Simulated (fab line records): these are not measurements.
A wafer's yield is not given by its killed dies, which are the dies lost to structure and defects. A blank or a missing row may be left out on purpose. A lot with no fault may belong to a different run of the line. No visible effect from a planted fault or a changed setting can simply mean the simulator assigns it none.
A lot that was struck, set against a sound lot | flow n5-finfet | 16 steps out of a route of 1938
Sound: wafers L619.1, L619.2, L619.6. The struck wafers were L621.1, L621.2, L621.6. The cause comes at the end.
For every step that has rows: the tool of each side, followed by ch and its chambers, followed by its first start. Under that, the readings that differ: sound wafers | struck wafers | difference of the means | sigmas: that difference in standard deviations of wafers without a fault.
alike: readings whose means differ by less than 2 such deviations, and words and numbers that are the same on both sides. not compared: withheld readings, readings that some wafer has no value for, bounds like >300 that may hide the same value, and numbers for which the record gives no deviation and whose values overlap.
A row with sigmas, a row that says differs or no value, or rows on one side alone: a step with any of these is where the two part. When numbers do not overlap yet have no deviation, they are printed without sigmas and do not part them. Lack of a reading on every wafer of one side parts them only where that side has two or more wafers.

first, 2 steps without rows for these wafers: N5_BEOL_M4_SURFACE_TREAT_85; N5_BEOL_M4_CVD_47 (deposits Co from CCTBA/H2, target thk 3 nm, time 223.8 s).
N5_BEOL_M4_SPUTTER_48: material Cu, target thk 4.5 nm, time 8.29 s.
  sound on pvd-sputter-01 at day 12 05:36; struck on pvd-sputter-02 at day 13 07:01
  alike: chamber-pressure-pa, chuck-gas-flow-sccm, susceptor-temp-C, throttle-valve-pct
then, 1 step without rows for these wafers: N5_BEOL_M4_ANNEAL_49 (time 240 s).
N5_BEOL_M4_SPUTTER_79: material Cu, target thk 4.5 nm, time 8.29 s.
  sound on pvd-sputter-01 at day 12 05:49; struck on pvd-sputter-02 at day 13 07:14
  alike: chamber-pressure-pa, chuck-gas-flow-sccm, susceptor-temp-C, throttle-valve-pct
then, 2 steps without rows for these wafers: N5_BEOL_M4_ANNEAL_80 (time 240 s); N5_BEOL_M4_SPUTTER_81 (material Cu, target thk 4.5 nm, time 8.29 s).
N5_BEOL_M4_ANNEAL_82: time 240 s.
  sound on pvd-sputter-01 at day 12 06:07; struck on pvd-sputter-02 at day 13 07:32
  alike: heater-power-w, susceptor-temp-C
then, 1 step without rows for these wafers: N5_BEOL_M4_SPUTTER_86 (material Cu, target thk 4.5 nm, time 8.29 s).
N5_BEOL_M4_ANNEAL_87: time 240 s.
  sound on pvd-sputter-01 at day 12 06:20; struck on pvd-sputter-02 at day 13 07:45
  alike: heater-power-w, susceptor-temp-C
then, 2 steps without rows for these wafers: N5_BEOL_M4_SPUTTER_88 (material Cu, target thk 4.5 nm, time 8.29 s); N5_BEOL_M4_ANNEAL_89 (time 240 s).
N5_BEOL_M4_SPUTTER_90: material Cu, target thk 4.5 nm, time 8.29 s.
  sound on pvd-sputter-01 at day 12 06:42; struck on pvd-sputter-02 at day 13 08:07
  no value came back on the struck wafers for chamber-pressure-pa (Pa), chuck-gas-flow-sccm (sccm), susceptor-temp-C (C), throttle-valve-pct (%); on the sound wafers chamber-pressure-pa (Pa) reads 0.06992 0.07007 0.06968
N5_BEOL_M4_ANNEAL_91: time 240 s.
  sound on pvd-sputter-01 at day 12 06:47; struck on pvd-sputter-02 at day 13 08:11
  alike: heater-power-w, susceptor-temp-C
N5_BEOL_M4_RC_MEAS_101:
  sound on prober-02 ch 0, day 12 08:28; struck on prober-01 ch 0, day 13 09:55
  alike: DIBL_N, DIBL_P, IOFF_N, IOFF_P, ION_N, ION_P, SS_N, SS_P, VT_N, VT_P
-- here the record skips 5 days between the struck wafers' starts before and after, leaving off in module BEOL_M4 and picking up in module PASSIVATION (first step shown: number 1936 of the route) --
N5_PASSIVATION_PROBE_49:
  rows exist in the record for the struck wafers here (prober-01, day 17 22:55), but not for the sound ones

## WHERE THEY PART
At N5_BEOL_M4_SPUTTER_90 first; at N5_PASSIVATION_PROBE_49 last (within this record only).

WHY: what the simulator had put in
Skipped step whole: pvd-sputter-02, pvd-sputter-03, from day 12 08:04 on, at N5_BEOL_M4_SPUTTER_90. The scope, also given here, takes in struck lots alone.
